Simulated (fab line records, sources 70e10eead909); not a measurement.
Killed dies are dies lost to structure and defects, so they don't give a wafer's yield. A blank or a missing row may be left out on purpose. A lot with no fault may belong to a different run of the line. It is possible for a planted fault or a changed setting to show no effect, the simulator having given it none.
fab line records	flow nandHarc
record lots=6	wafers=18	lastDay=34
route steps=1302 shown A_CONTACT@991 END@1302
lots that met no fault: from a run of the same line without faults
startH: the number of hours between the record's first day and the start of the first shown wafer of the lot	waitH: hours from the lot's prior step to this one	" as in the row above	L1.1+2: a single row standing in for several wafers	- value missing, or start not given	* or withheld: withheld	< > ~ a bound
route shown NAME@n: a module of which the file shows steps, and the number in the route of the first	usual: average and standard deviation across the fault-free wafers	same: alike in all rows	chamber/n: place in a boat	sites: the reading at each site	_std_site: their standard deviation	_edge_site: outer sites' mean less inner sites'	radiusMm: for every site, how far away it sits from the centre of the wafer	mask NAME#n: copy n	behind: the last tool/chamber to shape the wafer	hold: reason for holding the lot/hours on hold/outcome of the hold	device: which transistor (n, p or np) failed to switch	end of line: tests of these same wafers at the route's end	a step given without rows: its recipe and nothing more	killed: dies that structure and defects cost at the first sort, which is not the same as the wafer's yield	map: the dies of a wafer, with x for killed, . for not killed, _ for no die there
set.NAME: the setting that was run; set.NAME@STEP: the one run at that earlier step	model.NAME: the simulator's own value behind a step, which no gauge read
lots at some steps of the route; a table a step, a row a wafer
services: a tool's chamber out of use, with start hour (startH, from the record's first day; less than 0 if before it), hours out, and reason
## steps
# step NHARC_A_CONTACT_COAT_36
# recipe spinRpm=1500	resistThkNm=90
# step NHARC_A_CONTACT_SOFTBAKE_37
# recipe tempC=105	timeS=55
# step NHARC_A_CONTACT_EBR_38
# step NHARC_A_CONTACT_EXPOSE_39
# recipe na=1.35	sigmaOuter=0.8	doseMj=58.79	maskId=A_CC_3
# step NHARC_A_CONTACT_PEB_40
# recipe pebTempC=100	pebTimeS=65
# step NHARC_A_CONTACT_DEVELOP_41
# recipe developTimeS=35	devTempC=23
# step NHARC_A_CONTACT_CD_MEAS_42
# recipe targetCdNm=300	landingEnergyEv=500
# usual cdNm=299.9/0.57
lot.wafer	tool	chamber	startH	waitH	cdNm
L675.3	cdSem-03	0	514.93	-	300.7
L675.5	"	0	"	"	301.1
L675.6	"	0	"	"	300.5
L680.2	cdSem-03	0	576.48	-	299.7
L680.3	"	0	"	"	299.2
L680.4	"	0	"	"	299.8
L682.2	cdSem-03	0	582.49	-	300.5
L682.3	"	0	"	"	300.9
L682.5	"	0	"	"	300.3
L690.1	cdSem-02	0	671.34	-	299.6
L690.4	"	0	"	"	300.7
L690.5	"	0	"	"	300.1
L693.3	cdSem-01	0	723.13	-	299.8
L693.4	"	0	"	"	299.8
L693.6	"	0	"	"	300.6
L695.2	cdSem-03	0	729.81	-	300.0
L695.5	"	0	"	"	299.6
L695.6	"	0	"	"	299.7
# step NHARC_A_CONTACT_OVL_MEAS_43
# usual overlayXNm=0.0/0.98	overlayYNm=0.1/0.8
lot.wafer	tool	chamber	startH	waitH	overlayXNm	overlayYNm
L675.3	overlay-02	-	515.02	-	-0.6	-0.2
L675.5	"	-	"	"	-0.2	-0.1
L675.6	"	-	"	"	-1.1	-0.2
L680.2	overlay-01	-	576.56	-	-0.1	-0.8
L680.3	"	-	"	"	-0.2	-0.7
L680.4	"	-	"	"	-0.5	-1.2
L682.2	overlay-01	-	582.58	-	-1.7	-0.6
L682.3	"	-	"	"	-1.5	-0.9
L682.5	"	-	"	"	-1.3	-0.2
L690.1	overlay-02	-	671.43	-	0.1	1.0
L690.4	"	-	"	"	0.5	0.8
L690.5	"	-	"	"	-0.1	0.0
L693.3	overlay-02	-	723.21	-	-0.7	0.5
L693.4	"	-	"	"	-0.3	0.0
L693.6	"	-	"	"	-0.2	0.7
L695.2	overlay-02	-	729.90	-	0.3	0.0
L695.5	"	-	"	"	0.2	0.5
L695.6	"	-	"	"	1.0	0.4
# step NHARC_A_CONTACT_INSPECT_44
# usual rawDefectCount=88/30
lot.wafer	tool	chamber	startH	waitH	rawDefectCount
L675.3	defectInspect-02	-	515.05	0.0	105
L675.5	"	-	"	"	112
L675.6	"	-	"	"	100
L680.2	defectInspect-01	-	576.60	0.0	99
L680.3	"	-	"	"	85
L680.4	"	-	"	"	76
L682.2	defectInspect-02	-	582.62	0.0	80
L682.3	"	-	"	"	88
L682.5	"	-	"	"	96
L690.1	defectInspect-02	-	671.46	0.0	97
L690.4	"	-	"	"	91
L690.5	"	-	"	"	94
L693.3	defectInspect-02	-	723.25	0.0	83
L693.4	"	-	"	"	88
L693.6	"	-	"	"	77
L695.2	defectInspect-01	-	729.94	0.0	135
L695.5	"	-	"	"	132
L695.6	"	-	"	"	110
# step NHARC_A_CONTACT_DESCUM_47
# recipe timeS=3	o2FlowSccm=200	arFlowSccm=0	biasPowerW=0	chemistry=O2
# usual drypumpMotorCurrentA=5.5/0.36	oesProductAu=0.999/0.0099	rfVppV=58.0/0.88	showerheadPlenumPTorr=1.95/0.093	throttleValvePct=11.311/0.0088
lot.wafer	tool	chamber	startH	waitH	drypumpMotorCurrentA	oesProductAu	rfHoursCounterH	rfVppV	showerheadPlenumPTorr	throttleValvePct
L675.3	rieDiel-02	2	515.13	0.1	5.3	0.997	19	57.6	1.78	11.311
L675.5	"	0	"	"	5.7	1.005	-	58.7	1.98	11.321
L675.6	"	1	"	"	5.0	1.011	-	58.4	1.97	11.311
L680.4	rieDiel-11	0	576.66	0.1	5.7	0.998	37	58.3	2.06	11.310
L680.3	"	1	"	"	5.7	0.998	44	57.8	1.83	11.307
L680.2	"	2	"	"	5.8	0.997	49	57.1	2.01	11.299
L682.3	rieDiel-11	2	582.69	0.1	5.8	0.997	52	58.3	2.01	11.308
L682.2	"	3	"	"	5.2	1.002	54	58.6	2.02	11.315
L682.5	"	1	"	"	5.7	0.994	-	57.1	1.83	11.316
L690.4	rieDiel-02	0	671.53	0.1	5.7	0.994	17	57.9	1.97	11.313
L690.1	"	1	"	"	5.0	1.003	16	58.5	1.97	11.318
L690.5	"	3	"	"	6.1	0.989	-	58.9	1.98	11.311
L693.4	rieDiel-11	2	723.31	0.1	5.8	1.022	30	58.5	1.99	11.306
L693.3	"	1	"	"	5.7	1.002	28	56.8	1.81	11.309
L693.6	"	2	"	"	5.8	1.022	-	58.8	1.99	11.322
L695.2	rieDiel-02	2	730.00	0.1	5.3	1.000	27	56.3	1.77	11.315
L695.5	"	2	"	"	5.3	1.001	-	57.7	1.77	11.329
L695.6	"	3	"	"	6.1	0.982	-	57.8	1.98	11.312
# step NHARC_A_CONTACT_ETCH_48
# recipe targetDepthA=390	overEtchFrac=0.3	timeS=65	ionEnergyEv=80	cf4FlowSccm=150	arFlowSccm=0	rfW=300	biasW=100	chemistry=CF4
# usual drypumpMotorCurrentA=5.5/0.36	oesProductAu=0.999/0.0088	rfVppV=151.5/1.3	showerheadPlenumPTorr=1.79/0.084	throttleValvePct=13.284/0.0092
# same overEtchFrac=0.3
lot.wafer	tool	chamber	startH	waitH	drypumpMotorCurrentA	oesProductAu	rfHoursCounterH	rfVppV	showerheadPlenumPTorr	throttleValvePct
L675.3	rieDiel-02	2	515.20	0.1	5.3	0.993	19	149.6	1.65	13.289
L675.5	"	2	"	"	5.3	1.001	-	150.9	1.65	13.286
L675.6	"	3	"	"	6.0	0.987	-	151.4	1.83	13.295
L680.3	rieDiel-11	2	576.75	0.1	5.8	0.989	49	151.2	1.85	13.279
L680.2	"	3	"	"	5.2	0.992	51	153.4	1.86	13.290
L680.4	"	1	"	"	5.7	0.989	44	150.0	1.69	13.281
L682.3	rieDiel-11	1	582.77	0.1	5.7	1.004	47	150.0	1.69	13.285
L682.2	"	2	"	"	5.8	0.998	52	152.6	1.85	13.291
L682.5	"	1	"	"	5.7	0.990	-	150.8	1.69	13.292
L690.1	rieDiel-02	0	671.79	0.2	5.7	1.011	17	152.8	1.82	13.279
L690.4	"	1	"	"	5.0	1.013	16	152.7	1.81	13.274
L690.5	"	3	"	"	6.1	0.996	-	152.6	1.83	13.288
L693.3	rieDiel-11	2	723.40	0.1	5.8	1.018	30	152.9	1.84	13.284
L693.4	"	3	"	"	5.2	1.003	34	152.9	1.85	13.270
L693.6	"	0	"	"	5.7	0.999	-	153.7	1.88	13.284
L695.2	rieDiel-02	3	730.10	0.1	6.1	0.998	25	152.6	1.82	13.291
L695.5	"	0	"	"	5.7	1.003	-	151.9	1.82	13.274
L695.6	"	1	"	"	5.0	1.011	-	151.8	1.81	13.277
# step NHARC_A_CONTACT_ETCH_49
# recipe targetDepthA=2600	overEtchFrac=0.3	timeS=475.3	ionEnergyEv=200	n2FlowSccm=150	h2FlowSccm=150	arFlowSccm=0	rfW=400	biasW=150	chemistry=N2/H2
# usual drypumpMotorCurrentA=5.5/0.36	oesProductAu=0.999/0.0085	rfVppV=431.5/2.8	showerheadPlenumPTorr=2.08/0.1	throttleValvePct=14.172/0.0082
# same overEtchFrac=0.3
lot.wafer	tool	chamber	startH	waitH	drypumpMotorCurrentA	oesProductAu	rfHoursCounterH	rfVppV	showerheadPlenumPTorr	throttleValvePct
L675.3	rieDiel-02	3	-	-	6.0	0.988	19	433.4	2.12	14.181
L675.6	"	3	"	"	6.1	0.990	-	433.0	2.12	14.163
L675.5	"	0	"	"	5.7	1.000	-	434.1	2.12	14.171
L680.3	rieDiel-11	2	-	-	5.8	1.002	49	433.4	2.14	14.172
L680.2	"	3	"	"	5.2	0.988	51	432.5	2.16	14.172
L680.4	"	0	"	"	5.7	0.988	37	434.6	2.20	14.155
L682.2	rieDiel-11	3	-	-	5.1	0.994	54	432.4	2.16	14.172
L682.3	"	0	"	"	5.7	0.991	39	435.2	2.20	14.180
L682.5	"	2	"	"	5.8	0.997	-	433.5	2.14	14.179
L690.4	rieDiel-02	2	-	-	5.3	0.991	17	425.9	1.88	14.165
L690.1	"	0	"	"	5.7	0.997	18	431.8	2.11	14.165
L690.5	"	2	"	"	5.3	0.997	-	426.7	1.88	14.170
L693.3	rieDiel-11	0	-	-	5.7	0.999	33	433.8	2.19	14.186
L693.4	"	1	"	"	5.7	0.997	28	426.1	1.93	14.185
L693.6	"	3	"	"	5.2	1.006	-	433.2	2.14	14.178
L695.2	rieDiel-02	2	-	-	5.3	0.996	27	426.3	1.88	14.166
L695.5	"	3	"	"	6.0	0.988	-	431.8	2.11	14.148
L695.6	"	0	"	"	5.7	1.007	-	432.9	2.10	14.178
# step NHARC_A_CONTACT_ETCH_50
# recipe targetDepthA=1210	timeS=60.5	cf4FlowSccm=100	chf3FlowSccm=30	arFlowSccm=0	rfW=500	biasW=200	chemistry=CF4/CHF3
# usual drypumpMotorCurrentA=5.5/0.36	oesProductAu=0.955/0.025	rfVppV=371.5/2.7	showerheadPlenumPTorr=1.60/0.073	throttleValvePct=16.803/0.0096
lot.wafer	tool	chamber	startH	waitH	drypumpMotorCurrentA	oesProductAu	rfHoursCounterH	rfVppV	showerheadPlenumPTorr	throttleValvePct
L675.3	rieDiel-02	2	515.66	-	5.3	0.975	20	366.7	1.47	16.803
L675.5	"	3	"	"	6.1	0.963	-	372.4	1.63	16.808
L675.6	"	0	"	"	5.7	0.958	-	373.0	1.63	16.811
L680.2	rieDiel-11	0	577.22	-	5.7	0.922	37	375.9	1.69	16.803
L680.4	"	1	"	"	5.7	0.931	45	367.9	1.51	16.820
L680.3	"	2	"	"	5.8	0.836	49	373.6	1.65	16.812
L682.2	rieDiel-11	0	583.21	-	5.7	0.926	39	374.4	1.69	16.805
L682.3	"	2	"	"	5.8	0.837	53	373.3	1.65	16.786
L682.5	"	0	"	"	5.7	0.915	-	374.5	1.69	16.795
L690.1	rieDiel-02	3	672.95	-	6.1	0.938	16	371.9	1.63	16.800
L690.4	"	0	"	"	5.7	0.944	18	373.0	1.62	16.791
L690.5	"	0	"	"	5.7	0.945	-	372.9	1.62	16.798
L693.4	rieDiel-11	3	723.83	-	5.2	0.969	35	374.1	1.65	16.789
L693.3	"	0	"	"	5.7	0.991	33	373.4	1.68	16.815
L693.6	"	0	"	"	5.7	0.984	-	374.8	1.68	16.806
L695.2	rieDiel-02	0	730.52	-	5.7	0.976	27	371.6	1.62	16.808
L695.5	"	0	"	"	5.7	0.978	-	371.7	1.62	16.789
L695.6	"	1	"	"	4.9	0.970	-	374.3	1.61	16.791
# step NHARC_A_CONTACT_ETCH_51
# recipe targetDepthA=70000	overEtchFrac=0.3	timeS=1820	ionEnergyEv=150	o2FlowSccm=400	cosFlowSccm=20	arFlowSccm=0	rfW=500	biasW=300	chemistry=O2/COS
# usual drypumpMotorCurrentA=5.6/0.37	oesProductAu=0.998/0.0089	rfVppV=314.8/2.3	showerheadPlenumPTorr=3.17/0.15	throttleValvePct=28.330/0.0092
# same overEtchFrac=0.3
lot.wafer	tool	chamber	startH	waitH	drypumpMotorCurrentA	oesProductAu	rfHoursCounterH	rfVppV	showerheadPlenumPTorr	throttleValvePct
L675.3	rieDiel-02	0	-	-	5.7	0.994	18	316.5	3.23	28.326
L675.6	"	2	"	"	5.3	0.997	-	310.7	2.91	28.329
L675.5	"	3	"	"	6.1	0.997	-	316.0	3.24	28.329
L680.3	rieDiel-11	2	-	-	5.8	1.004	50	317.3	3.27	28.339
L680.2	"	3	"	"	5.2	0.994	51	316.1	3.29	28.325
L680.4	"	1	"	"	5.7	0.993	45	312.8	2.99	28.318
L682.2	rieDiel-11	0	-	-	5.7	0.986	39	316.4	3.35	28.343
L682.3	"	1	"	"	5.7	0.993	47	311.4	2.99	28.326
L682.5	"	3	"	"	5.2	0.991	-	317.2	3.29	28.335
L690.4	rieDiel-02	3	-	-	6.1	0.991	17	315.2	3.23	28.330
L690.1	"	0	"	"	5.7	0.996	18	316.4	3.21	28.342
L690.5	"	2	"	"	5.3	0.995	-	310.8	2.90	28.322
L693.3	rieDiel-11	0	-	-	5.7	1.014	33	316.0	3.33	28.324
L693.4	"	3	"	"	5.2	1.001	35	317.0	3.27	28.324
L693.6	"	0	"	"	5.7	1.005	-	317.3	3.33	28.333
L695.2	rieDiel-02	1	-	-	5.0	1.007	26	315.5	3.20	28.330
L695.6	"	1	"	"	5.0	1.007	-	316.3	3.20	28.328
L695.5	"	2	"	"	5.3	1.009	-	310.6	2.89	28.316
# step NHARC_END_SORT_01
# recipe tempC=25
# usual killedAtArray=52/17	killedAtOther=0.9/1.2	killedAtPeriphery=3.9/2.7	killedDies=57/16	killedOpen=3.3/1.9	killedShort=2.5/1.5
# same grossDies=677
lot.wafer	tool	chamber	startH	waitH	hold	killedAtArray	killedAtOther	killedAtPeriphery	killedDies	killedOpen	killedShort
L675.3	prober-02	0	594.58	3.1	-	60	0	1	61	3	3
L675.5	prober-02	0	596.18	3.7	-	67	2	0	69	2	3
L675.6	prober-02	0	596.98	4.0	-	71	0	2	73	2	2
L680.2	prober-01	0	647.89	2.8	awaitDispo/4.6h/release	74	2	2	78	3	1
L680.3	prober-01	0	648.70	3.1	awaitDispo/4.6h/release	173	2	3	178	3	2
L680.4	prober-01	0	649.51	3.4	awaitDispo/4.6h/release	59	1	4	64	7	2
L682.2	prober-02	0	655.62	2.8	awaitDispo/1.8h/release	59	3	4	66	1	4
L682.3	prober-02	0	656.42	3.1	awaitDispo/1.8h/release	86	2	6	94	5	2
L682.5	prober-02	0	658.03	3.7	awaitDispo/1.8h/release	59	3	3	65	6	2
L690.1	prober-02	0	741.33	2.5	-	62	0	1	63	1	0
L690.4	prober-02	0	743.78	3.4	-	62	2	4	68	8	3
L690.5	prober-02	0	744.59	3.8	-	58	3	0	61	5	2
L695.2	prober-01	0	814.57	2.8	-	60	0	1	61	1	1
L695.5	prober-01	0	817.02	3.8	-	45	0	3	48	6	4
L695.6	prober-01	0	817.84	4.1	-	28	0	1	29	3	5
# killed by level:class
L675.3 A_CHANNEL_HOLE_D1:chamberFilmFlake=28 A_CHANNEL_HOLE_D2:chamberFilmFlake=16 A_CONTACT:chamberFilmFlake=3 A_ZERO_WELL:chamberFilmFlake=2 A_CHANNEL_HOLE_D1:geometricParticle:short=1 A_DECK1_JOINT:geometricParticle:open=1 A_ONON_D2:geometricParticle:open=1 A_CHANNEL_FILL_D2:geometricParticle:open=1
L675.5 A_CHANNEL_HOLE_D2:chamberFilmFlake=30 A_CHANNEL_HOLE_D1:chamberFilmFlake=25 A_WL_FILL:chamberFilmFlake=3 A_ZERO_WELL:chamberFilmFlake=2 A_CHANNEL_HOLE_D1:geometricParticle:open=1 A_CHANNEL_HOLE_D1:geometricParticle:short=1 A_CHANNEL_FILL_D2:geometricParticle:short=1 A_SGD_CUT:geometricParticle:short=1
L675.6 A_CHANNEL_HOLE_D2:chamberFilmFlake=35 A_CHANNEL_HOLE_D1:chamberFilmFlake=26 A_CHANNEL_FILL_D1:geometricParticle:open=2 P_GATE:chamberFilmFlake=2 A_WL_FILL:chamberFilmFlake=2 A_CHANNEL_HOLE_D2:geometricParticle:short=1 A_WL_FILL:geometricParticle:short=1 A_STAIRCASE:chamberFilmFlake=1
L680.2 A_CHANNEL_HOLE_D1:chamberFilmFlake=36 A_CHANNEL_HOLE_D2:chamberFilmFlake=16 A_CONTACT:chamberFilmFlake=7 A_CHANNEL_FILL_D2:chamberFilmFlake=4 A_DECK1_JOINT:chamberFilmFlake=3 A_STAIRCASE:chamberFilmFlake=3 P_STI:geometricParticle:open=1 A_ONON_D1:geometricParticle:open=1
L680.3 A_CONTACT:areaEtch=108 A_CHANNEL_HOLE_D1:chamberFilmFlake=34 A_CONTACT:chamberFilmFlake=10 A_CHANNEL_HOLE_D2:chamberFilmFlake=7 A_CHANNEL_FILL_D2:chamberFilmFlake=4 A_STAIRCASE:chamberFilmFlake=4 A_DECK1_JOINT:chamberFilmFlake=3 P_CONTACT:geometricParticle:open=1
L680.4 A_CHANNEL_HOLE_D1:chamberFilmFlake=31 A_CHANNEL_HOLE_D2:chamberFilmFlake=7 A_STAIRCASE:chamberFilmFlake=5 A_CONTACT:chamberFilmFlake=4 A_CHANNEL_FILL_D2:chamberFilmFlake=3 P_STI:chamberFilmFlake=2 P_STI:geometricParticle:open=1 P_BONDPAD:geometricParticle:open=1
L682.2 A_CHANNEL_HOLE_D1:chamberFilmFlake=34 A_CHANNEL_HOLE_D2:chamberFilmFlake=14 A_CONTACT:chamberFilmFlake=3 THIN_TSV:chamberFilmFlake=3 A_CHANNEL_FILL_D1:geometricParticle:short=2 P_STI:chamberFilmFlake=2 A_CHANNEL_FILL_D1:chamberFilmFlake=2 P_M0:geometricParticle:open=1
L682.3 A_CHANNEL_HOLE_D1:chamberFilmFlake=37 A_CONTACT:areaEtch=24 A_CHANNEL_HOLE_D2:chamberFilmFlake=11 A_CONTACT:chamberFilmFlake=5 P_STI:chamberFilmFlake=3 A_SLIT:chamberFilmFlake=2 THIN_TSV:chamberFilmFlake=2 P_GATE:geometricParticle:open=1
L682.5 A_CHANNEL_HOLE_D1:chamberFilmFlake=40 A_CONTACT:chamberFilmFlake=6 A_CHANNEL_HOLE_D2:chamberFilmFlake=4 THIN_TSV:chamberFilmFlake=3 A_BLC:geometricParticle:open=2 P_STI:chamberFilmFlake=2 A_STAIRCASE:chamberFilmFlake=2 P_M1:geometricParticle:open=1
L690.1 A_CHANNEL_HOLE_D1:chamberFilmFlake=31 A_CHANNEL_HOLE_D2:chamberFilmFlake=19 A_SLIT:chamberFilmFlake=4 A_WL_FILL:chamberFilmFlake=3 A_STAIRCASE:chamberFilmFlake=2 A_CONTACT:chamberFilmFlake=2 P_M1:geometricParticle:open=1 A_DECK1_JOINT:chamberFilmFlake=1
L690.4 A_CHANNEL_HOLE_D1:chamberFilmFlake=26 A_CHANNEL_HOLE_D2:chamberFilmFlake=14 A_STAIRCASE:chamberFilmFlake=5 A_SLIT:chamberFilmFlake=4 A_CONTACT:chamberFilmFlake=3 A_CHANNEL_FILL_D2:geometricParticle:open=2 A_WL_FILL:geometricParticle:short=2 THIN_TSV:chamberFilmFlake=2
L690.5 A_CHANNEL_HOLE_D1:chamberFilmFlake=29 A_CHANNEL_HOLE_D2:chamberFilmFlake=14 A_STAIRCASE:chamberFilmFlake=6 THIN_TSV:chamberFilmFlake=3 A_CHANNEL_FILL_D2:geometricParticle:open=2 A_CHANNEL_FILL_D1:geometricParticle:open=1 A_DECK1_JOINT:geometricParticle:open=1 A_ONON_D2:geometricParticle:short=1
L695.2 A_SLIT:chamberFilmFlake=30 A_CONTACT:chamberFilmFlake=11 A_CHANNEL_HOLE_D2:chamberFilmFlake=10 A_CHANNEL_HOLE_D1:chamberFilmFlake=6 A_CHANNEL_FILL_D1:geometricParticle:short=1 A_CHANNEL_FILL_D1:geometricParticle:open=1 P_GATE:chamberFilmFlake=1 A_STAIRCASE:chamberFilmFlake=1
L695.5 A_SLIT:chamberFilmFlake=15 A_CHANNEL_HOLE_D2:chamberFilmFlake=11 A_CHANNEL_HOLE_D1:chamberFilmFlake=4 A_CONTACT:chamberFilmFlake=4 P_M0:geometricParticle:open=2 A_CHANNEL_FILL_D2:geometricParticle:open=2 A_STAIRCASE:chamberFilmFlake=2 A_WL_FILL:chamberFilmFlake=2
L695.6 A_CHANNEL_HOLE_D1:chamberFilmFlake=5 A_CHANNEL_HOLE_D2:chamberFilmFlake=5 A_SLIT:chamberFilmFlake=4 A_CONTACT:chamberFilmFlake=4 A_M0:geometricParticle:short=2 P_CONTACT:geometricParticle:short=1 A_CHANNEL_FILL_D1:geometricParticle:short=1 A_SGD_CUT:geometricParticle:open=1
# map L680.3 (x killed, . not)
____________.____________
_________.....x._________
_______..........._______
______.............______
_____....xx........._____
____.................____
____...x.............____
___....x..x.......x...___
___...........x.......___
__...x.x.xx............__
__....x...x.xx.xx......__
_x.....x.xxx...xx......._
_.....x.xxxxx.xx...x.x.._
_.......xxx......xxx...x_
_.....xxx...xx..x...x..._
_x.x..x.xx.x.xxx..x....._
x.x...xxx..xx..xx......x.
..xx.x.x..xxx.x.x........
.x.x...x..xx.xxxx........
.xx.x..xx.xxxxxx.xx......
x...x..x..xxxx.x.........
_......x.xx....x.xx....._
_..x.x.x.x.xxxx.x......._
_....xx...x..xxxx......._
_.x...xx...x.xx.x..x...._
_...x.....xx...........x_
__....................x__
__x..........x.........__
___.........x.........___
___........x.x.xx.....___
____........xx.x.....____
____.....x.x..xx.....____
_____.....x.xxxxxx.._____
______.....xxxx.x..______
_______.....xxxxxx_______
_________.x..xx._________
____________.____________
# map L682.3 (x killed, . not)
____________.____________
_________.....x._________
_______x.........._______
______.............______
_____..............._____
____.................____
____..x.....x........____
___...................___
___......x............___
__......x.............x__
__....x................__
_......................._
_.......x.x............._
_.x..x.x........x....x.._
_...........x.x.x......._
_x......x..............._
....x........x...........
...xx....x...........x...
x..xx..x..x.....x........
x...x..x...x....x........
.xx.......x.....x........
_x...x.......xx.xx......_
_.....x....x.x.xxxx....._
_.....x...x.xxxxxx......_
_....xx...x..xxxxxx....._
_x..........xxxxxxx....x_
__.............xx......__
__...........x.x.......__
___x.........x.x......___
___.x......x..x.......___
____.......x.....x...____
____.x...............____
_____..............._____
______.............______
_______..........._______
_________......._________
____________x____________
## services
tool	chamber	startH	hours	kind
rieDiel-11	0	492.13	-	clean
rieDiel-11	1	492.13	-	clean
rieDiel-11	2	492.13	-	clean
rieDiel-11	3	492.13	-	clean
rieDiel-02	0	500.99	-	clean
rieDiel-02	1	500.99	-	clean
rieDiel-02	2	500.99	-	clean
rieDiel-02	3	500.99	-	clean
rieDiel-11	0	516.63	-	clean
rieDiel-11	1	516.63	-	clean
rieDiel-11	2	516.63	-	clean
rieDiel-11	3	516.63	-	clean
rieDiel-02	0	525.49	-	clean
rieDiel-02	1	525.49	-	clean
rieDiel-02	2	525.49	-	clean
rieDiel-02	3	525.49	-	clean
rieDiel-11	0	542.93	-	clean
rieDiel-11	1	542.93	-	clean
rieDiel-02	3	551.85	5.3	repair
rieDiel-11	1	555.45	7.7	repair
rieDiel-02	-	557.88	4.4	repair
rieDiel-11	0	560.67	3.8	repair
rieDiel-02	-	570.94	9.0	pm
rieDiel-11	-	613.41	9.0	pm
## key
firstSign step=NHARC_A_CONTACT_ETCH_50	reading=oesProductAu	direction=down	sigmas=4.8	usual=0.955	struck=0.837
effect step=NHARC_END_SORT_01	reading=killedDies	direction=up	sigmas=4.9	usual=57	struck=136	wafersMoved=1
moreKillsBornAt NHARC_A_CONTACT_ETCH_50@rieDiel-11=132
metAt NHARC_A_CONTACT_ETCH_50
struckWafers L680.3,L682.3
testerLeftOut L680,L682
fault kind=processParameterDrift	tool=rieDiel-11	chamber=-	onsetH=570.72	steps=NHARC_A_CONTACT_ETCH_50	channel=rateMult	offset=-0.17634	shape=step	endH=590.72	scope=struckWafersOnly
# testerLeftOut: of these lots the tester's yield and bins aren't shown, on N5 and GAA mostly nor the transistor test; their killed dies are dies lost to structure and defects alone, not to doping, threshold or leakage, so they don't give the yield
